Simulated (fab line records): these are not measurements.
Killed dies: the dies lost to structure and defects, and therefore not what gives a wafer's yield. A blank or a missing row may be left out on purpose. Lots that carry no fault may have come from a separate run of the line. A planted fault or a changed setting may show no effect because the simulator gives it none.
Which of the tools did it?	flow nand-harc	69 wafers from 23 lots sampled at 6 of the route's 1302 steps

== WHAT EACH GAUGE READ, for each wafer ==
NHARC_A_CONTACT_CD_MEAS_53.
lot	measured	on	cd-nm (nm)
L075	day 22 00:49	cd-sem-01	289.3 288.9 288.4
L076	day 22 09:43	cd-sem-01	288.8 289.3 289.2
L074	day 22 12:19	cd-sem-02	289.9 289.2 290.8
L078	day 23 13:23	cd-sem-01	290.1 290.4 290.0
L079	day 24 05:35	cd-sem-01	290.4 289.9 290.2
L080	day 24 16:58	cd-sem-03	288.5 288.3 288.9
L081	day 25 00:21	cd-sem-02	289.6 289.5 289.5
L083	day 25 11:08	cd-sem-02	289.3 289.7 290.0
L082	day 25 16:47	cd-sem-02	290.8 290.6 289.6
L085	day 26 03:08	cd-sem-03	287.4 287.7 287.8
L084	day 26 04:07	cd-sem-01	290.3 290.1 289.6
L087	day 26 13:25	cd-sem-02	289.9 290.1 290.8
L086	day 26 23:09	cd-sem-01	289.1 288.7 288.5
L088	day 27 13:24	cd-sem-02	288.1 289.1 288.3
L089	day 27 14:26	cd-sem-02	288.1 288.2 288.0
L091	day 28 20:01	cd-sem-03	288.0 287.8 288.4
L090	day 28 20:26	cd-sem-03	288.9 289.5 289.0
L094	day 29 19:13	cd-sem-03	288.5 288.6 287.8
L092	day 29 19:27	cd-sem-02	289.9 290.6 289.8
L093	day 30 01:35	cd-sem-03	289.6 289.5 289.4
L095	day 30 19:56	cd-sem-03	290.3 289.8 290.3
L096	day 30 21:13	cd-sem-03	289.6 289.4 289.5
L097	day 31 05:41	cd-sem-03	288.3 288.9 288.7

NHARC_A_BLC_CD_MEAS_19.
lot	measured	on	cd-nm (nm)
L075	day 23 02:49	cd-sem-02	96.8 99.9 101.5
L076	day 23 12:14	cd-sem-02	95.2 97.7 97.1
L074	day 23 11:46	cd-sem-03	97.6 98.9 99.5
L078	day 24 12:19	cd-sem-03	99.7 97.8 100.4
L079	day 25 08:35	cd-sem-01	99.0 98.7 96.0
L080	day 25 18:04	cd-sem-03	100.1 97.8 97.4
L081	day 25 23:09	cd-sem-01	102.7 101.4 101.0
L083	day 26 14:54	cd-sem-02	100.0 99.9 97.6
L082	day 26 19:24	cd-sem-03	100.0 95.7 97.9
L085	day 27 01:01	cd-sem-01	97.4 97.7 100.1
L084	day 27 03:05	cd-sem-02	98.1 98.8 97.1
L087	day 27 12:22	cd-sem-03	98.8 97.5 95.9
L086	day 27 20:48	cd-sem-02	92.7 97.5 97.0
L088	day 28 13:36	cd-sem-01	99.0 96.6 95.4
L089	day 28 13:40	cd-sem-02	97.9 101.6 98.2
L091	day 30 01:20	cd-sem-02	99.6 96.0 100.4
L090	day 30 04:40	cd-sem-02	98.0 97.1 100.6
L094	day 30 17:16	cd-sem-02	101.6 101.4 98.8
L092	day 30 19:35	cd-sem-03	99.6 98.5 97.2
L093	day 31 02:19	cd-sem-02	100.2 99.3 103.4
L095	day 31 20:55	cd-sem-01	99.8 98.1 99.9
L096	day 31 21:26	cd-sem-01	102.1 97.5 101.6
L097	day 32 07:35	cd-sem-01	104.1 99.1 99.5

== EACH LOT AND THE TOOL THAT RAN IT (in order: tool; ch and the chambers of the sampled wafers; start) ==
lot	NHARC_A_CONTACT_ETCH_102	NHARC_A_CONTACT_DESCUM_74	NHARC_A_CONTACT_ETCH_88	NHARC_A_BLC_ETCH_16
L075	rie-diel-08 ch 0,1,2, day 22 01:07	rie-diel-08 ch 1,2,3, day 22 09:49	rie-diel-08 ch 0,1,3, day 22 18:49	rie-diel-05 ch 0,3, day 23 01:46
L076	rie-diel-02 ch 0,2, day 22 10:00	rie-diel-02 ch 1,2,3, day 22 16:50	rie-diel-08 ch 0,1, day 23 04:46	rie-diel-05 ch 0,1,3, day 23 11:11
L074	rie-diel-02 ch 0,2,3, day 22 12:37	rie-diel-02 ch 0,1,2, day 22 19:55	rie-diel-08 ch 0,1, day 23 03:34	rie-diel-07 ch 0,2,3, day 23 10:54
L078	rie-diel-08 ch 0,1,2, day 23 13:40	rie-diel-13 ch 0,3, day 23 20:10	rie-diel-08 ch 1,3, day 24 05:14	rie-diel-07 ch 0,1,2, day 24 11:26
L079	rie-diel-13 ch 1,2, day 24 05:53	rie-diel-13 ch 1,2,3, day 24 14:29	rie-diel-08 ch 0,2,3, day 25 01:05	rie-diel-07 ch 2,3, day 25 07:42
L080	rie-diel-08 ch 0,1,3, day 24 17:15	rie-diel-13 ch 0,1,2, day 25 01:54	rie-diel-02 ch 0,1,3, day 25 10:53	rie-diel-05 ch 0,2,3, day 25 17:10
L081	rie-diel-08 ch 0,2, day 25 00:40	rie-diel-08 ch 2,3, day 25 05:59	rie-diel-08 ch 0,1,3, day 25 15:58	rie-diel-07 ch 1,2, day 25 22:16
L083	rie-diel-08 ch 1,2,3, day 25 11:26	rie-diel-08 ch 0,2,3, day 25 17:47	rie-diel-13 ch 0,2,3, day 26 04:21	rie-diel-10 ch 0,2,3, day 26 13:59
L082	rie-diel-02 ch 0,2,3, day 25 17:06	rie-diel-13 ch 0,1,3, day 26 00:32	rie-diel-08 ch 0,1,2, day 26 11:58	rie-diel-05 ch 0,1,3, day 26 18:21
L085	rie-diel-08 ch 0,2,3, day 26 03:26	rie-diel-02 ch 0,2,3, day 26 09:14	rie-diel-08 ch 0,2,3, day 26 17:49	rie-diel-07 ch 1,2,3, day 27 00:08
L084	rie-diel-08 ch 0,1,3, day 26 04:26	rie-diel-02 ch 1,2, day 26 10:31	rie-diel-08 ch 1,3, day 26 19:53	rie-diel-07 ch 2,3, day 27 02:13
L087	rie-diel-13 ch 0,2,3, day 26 13:43	rie-diel-13 ch 0,1, day 26 21:02	rie-diel-08 ch 0,1, day 27 05:10	rie-diel-05 ch 0,1,2, day 27 11:28
L086	rie-diel-02 ch 0,3, day 26 23:27	rie-diel-02 ch 2,3, day 27 05:43	rie-diel-13 ch 1,2, day 27 13:37	rie-diel-05 ch 0,2,3, day 27 19:55
L088	rie-diel-08 ch 1,2, day 27 13:42	rie-diel-08 ch 2,3, day 27 18:35	rie-diel-08 ch 1,2, day 28 02:27	rie-diel-10 ch 2,3, day 28 12:43
L089	rie-diel-08 ch 1,2, day 27 14:44	rie-diel-02 ch 1,2, day 27 19:31	rie-diel-13 ch 0,2,3, day 28 04:09	rie-diel-05 ch 1,2,3, day 28 12:47
L091	rie-diel-08 ch 0,1, day 28 20:19	rie-diel-08 ch 0,2,3, day 29 05:53	rie-diel-08 ch 2,3, day 29 18:15	rie-diel-07 ch 0,2,3, day 30 00:27
L090	rie-diel-02 ch 1,2, day 28 20:53	rie-diel-02 ch 0,1,2, day 29 07:45	rie-diel-02 ch 1,2,3, day 29 21:23	rie-diel-07 ch 1,2,3, day 30 03:48
L094	rie-diel-08 ch 0,2,3, day 29 19:31	rie-diel-08 ch 0,2,3, day 30 02:26	rie-diel-08 ch 0,3, day 30 10:13	rie-diel-05 ch 1,2,3, day 30 16:23
L092	rie-diel-13 ch 0,2,3, day 29 19:44	rie-diel-02 ch 0,1,3, day 30 02:49	rie-diel-02 ch 0,1,3, day 30 12:04	rie-diel-05 ch 0,1,2, day 30 18:22
L093	rie-diel-08 ch 1,2, day 30 01:53	rie-diel-02 ch 2,3, day 30 07:59	rie-diel-08 ch 0,3, day 30 18:37	rie-diel-10 ch 1,3, day 31 01:16
L095	rie-diel-13 ch 0,1,3, day 30 20:14	rie-diel-13 ch 0,1,2, day 31 03:04	rie-diel-08 ch 0,2,3, day 31 13:09	rie-diel-07 ch 1,2,3, day 31 19:39
L096	rie-diel-08 ch 0,2, day 30 21:31	rie-diel-13 ch 0,1,2, day 31 03:47	rie-diel-08 ch 1,2,3, day 31 14:04	rie-diel-10 ch 0,1,3, day 31 20:34
L097	rie-diel-02 ch 0,1,2, day 31 06:06	rie-diel-02 ch 0,1,3, day 31 10:54	rie-diel-13 ch 0,1,3, day 31 21:32	rie-diel-10 ch 1,2,3, day 32 06:43
- NHARC_A_CONTACT_ETCH_102: etches the open film in CF4/O2, target depth 100 nm, overetch 10 nm, time 55 s.
- NHARC_A_CONTACT_DESCUM_74: chemistry O2, time 3 s.
- NHARC_A_CONTACT_ETCH_88: etches the open film in CF4, target depth 39 nm, time 65 s.
- NHARC_A_BLC_ETCH_16: etches the open film in CF4, target depth 39 nm, time 65 s.

== WHAT THE TOOLS THEMSELVES READ (means of the sampled wafers that have a number; where no wafer has one, the mark that the record gives instead) ==
NHARC_A_CONTACT_ETCH_102.
lot	tool	drypump-motor-current-A (A)	oes-product-au (a.u.)	rf-vpp-V (V)	showerhead-plenum-p-Torr (Torr)	throttle-valve-pct (%)
L075	rie-diel-08	6.2	1.006	197.2	1.28	13.401
L076	rie-diel-02	5.3	1.003	198.1	1.34	13.394
L074	rie-diel-02	5.1	0.993	198.0	1.35	13.401
L078	rie-diel-08	6.1	1.004	197.1	1.28	13.399
L079	rie-diel-13	5.5	0.997	196.9	1.29	13.400
L080	rie-diel-08	6.0	0.996	197.2	1.32	13.393
L081	rie-diel-08	6.2	0.995	197.0	1.28	13.406
L083	rie-diel-08	5.9	0.997	197.0	1.30	13.396
L082	rie-diel-02	5.1	1.010	198.4	1.34	13.399
L085	rie-diel-08	6.1	0.993	197.2	1.30	13.400
L084	rie-diel-08	6.0	1.002	197.4	1.32	13.398
L087	rie-diel-13	5.6	1.008	197.8	1.33	13.402
L086	rie-diel-02	5.0	1.005	198.3	1.35	13.393
L088	rie-diel-08	6.0	0.992	197.0	1.28	13.397
L089	rie-diel-08	6.1	1.012	197.1	1.27	13.394
L091	rie-diel-08	6.1	0.984	196.3	1.30	13.395
L090	rie-diel-02	6.1	1.000	199.1	1.39	13.408
L094	rie-diel-08	6.0	1.000	196.4	1.30	13.398
L092	rie-diel-13	5.6	1.010	197.4	1.32	13.397
L093	rie-diel-08	6.1	0.999	196.6	1.27	13.391
L095	rie-diel-13	5.8	1.010	197.8	1.35	13.391
L096	rie-diel-08	6.2	1.005	196.7	1.27	13.398
L097	rie-diel-02	5.7	0.992	199.0	1.36	13.395

NHARC_A_CONTACT_DESCUM_74.
lot	tool	drypump-motor-current-A (A)	oes-product-au (a.u.)	rf-vpp-V (V)	showerhead-plenum-p-Torr (Torr)	throttle-valve-pct (%)
L075	rie-diel-08	5.9	1.005	57.7	1.87	11.296
L076	rie-diel-02	5.5	0.997	58.2	1.96	11.308
L074	rie-diel-02	5.7	0.999	58.1	1.97	11.304
L078	rie-diel-13	5.8	1.010	58.3	1.92	11.311
L079	rie-diel-13	5.5	1.005	58.5	1.94	11.315
L080	rie-diel-13	5.8	1.002	57.4	1.86	11.313
L081	rie-diel-08	6.0	1.005	56.9	1.84	11.306
L083	rie-diel-08	6.0	0.994	57.6	1.86	11.313
L082	rie-diel-13	5.8	1.008	59.0	1.95	11.314
L085	rie-diel-02	5.1	1.009	57.5	1.92	11.312
L084	rie-diel-02	5.7	1.010	57.8	1.94	11.317
L087	rie-diel-13	5.9	1.003	57.6	1.90	11.314
L086	rie-diel-02	5.2	1.010	57.4	1.90	11.304
L088	rie-diel-08	5.8	1.008	57.6	1.89	11.320
L089	rie-diel-02	6.1	1.000	57.2	2.00	11.315
L091	rie-diel-08	6.0	1.001	58.0	1.86	11.314
L090	rie-diel-02	5.7	0.998	57.3	1.96	11.312
L094	rie-diel-08	6.0	0.990	57.6	1.86	11.307
L092	rie-diel-02	5.4	0.999	58.0	1.96	11.317
L093	rie-diel-02	5.2	1.011	57.3	1.89	11.313
L095	rie-diel-13	5.8	1.008	57.9	1.84	11.310
L096	rie-diel-13	5.7	1.006	58.0	1.84	11.308
L097	rie-diel-02	5.5	0.998	58.1	1.96	11.311

NHARC_A_CONTACT_ETCH_88.
lot	tool	drypump-motor-current-A (A)	oes-product-au (a.u.)	rf-vpp-V (V)	showerhead-plenum-p-Torr (Torr)	throttle-valve-pct (%)
L075	rie-diel-08	6.0	1.002	152.0	1.75	13.280
L076	rie-diel-08	6.2	1.007	151.4	1.73	13.290
L074	rie-diel-08	6.1	1.016	150.5	1.73	13.281
L078	rie-diel-08	5.9	0.989	151.2	1.75	13.284
L079	rie-diel-08	6.0	1.004	150.9	1.73	13.289
L080	rie-diel-02	5.4	1.000	151.2	1.82	13.278
L081	rie-diel-08	6.0	0.993	151.9	1.75	13.286
L083	rie-diel-13	5.6	1.002	150.8	1.76	13.285
L082	rie-diel-08	6.1	0.992	150.8	1.70	13.279
L085	rie-diel-08	6.0	0.993	151.2	1.72	13.281
L084	rie-diel-08	5.8	0.998	151.3	1.77	13.285
L087	rie-diel-08	6.2	0.991	150.6	1.72	13.290
L086	rie-diel-13	5.7	1.008	151.1	1.74	13.279
L088	rie-diel-08	6.0	1.003	149.9	1.68	13.287
L089	rie-diel-13	5.6	1.014	150.8	1.75	13.290
L091	rie-diel-08	5.8	1.000	151.2	1.75	13.287
L090	rie-diel-02	5.5	1.000	151.6	1.79	13.286
L094	rie-diel-08	5.9	0.998	151.8	1.77	13.284
L092	rie-diel-02	5.4	1.003	151.7	1.81	13.277
L093	rie-diel-08	5.9	0.999	151.7	1.77	13.280
L095	rie-diel-08	6.0	0.993	151.0	1.72	13.284
L096	rie-diel-08	5.9	1.002	149.9	1.72	13.287
L097	rie-diel-13	5.8	1.002	151.1	1.79	13.284

NHARC_A_BLC_ETCH_16.
lot	tool	drypump-motor-current-A (A)	oes-product-au (a.u.)	rf-vpp-V (V)	showerhead-plenum-p-Torr (Torr)	throttle-valve-pct (%)
L075	rie-diel-05	5.8	0.990	151.5	1.78	13.282
L076	rie-diel-05	5.6	0.993	151.2	1.75	13.273
L074	rie-diel-07	6.0	1.015	150.5	1.72	13.279
L078	rie-diel-07	6.0	1.001	151.0	1.77	13.284
L079	rie-diel-07	6.2	1.004	150.8	1.72	13.276
L080	rie-diel-05	5.5	0.993	151.1	1.78	13.280
L081	rie-diel-07	6.2	1.000	151.7	1.80	13.277
L083	rie-diel-10	5.5	1.003	150.4	1.68	13.287
L082	rie-diel-05	5.5	0.992	151.2	1.75	13.292
L085	rie-diel-07	6.2	0.992	151.5	1.78	13.281
L084	rie-diel-07	6.2	0.993	151.7	1.75	13.285
L087	rie-diel-05	5.4	0.981	150.2	1.72	13.277
L086	rie-diel-05	5.4	0.993	151.7	1.78	13.287
L088	rie-diel-10	5.4	1.014	150.2	1.67	13.282
L089	rie-diel-05	5.2	0.988	151.1	1.75	13.282
L091	rie-diel-07	6.0	1.011	151.2	1.71	13.276
L090	rie-diel-07	6.2	1.001	151.0	1.77	13.287
L094	rie-diel-05	5.2	0.988	151.1	1.74	13.292
L092	rie-diel-05	5.4	0.981	150.0	1.71	13.282
L093	rie-diel-10	5.5	1.015	149.8	1.68	13.289
L095	rie-diel-07	6.2	0.995	150.8	1.77	13.276
L096	rie-diel-10	5.7	1.006	150.3	1.69	13.288
L097	rie-diel-10	5.5	1.001	151.2	1.69	13.275

== THE ANSWER, worked out from the rows above alone ==
Rule: the usual values come from the lots themselves. Put in order of their means at a reading, lots are off if they are a third of the lots or fewer, leave a main group of 4 or more, and stand apart from it by a gap of 3 or more times the standard deviation of the main group's means; of several such gaps the widest counts. The tables above print the reading to a certain number of digits; a main group whose means all agree to those digits is not used. A lot without any number at a reading at which 4 lots or more have one is off too. Any other lot the step has rows for is counted as sound. After the gauges, taken in route order, come the tools' own readings; for these a lot's mean is taken, as printed above. The first step at which some lot is off is used, and at that step the reading that is off furthest; a lot without a number counts as furthest.
Nothing can be told from this: no lot is off at any reading shown.

== WHAT WAS PUT IN BY THE SIMULATOR ==
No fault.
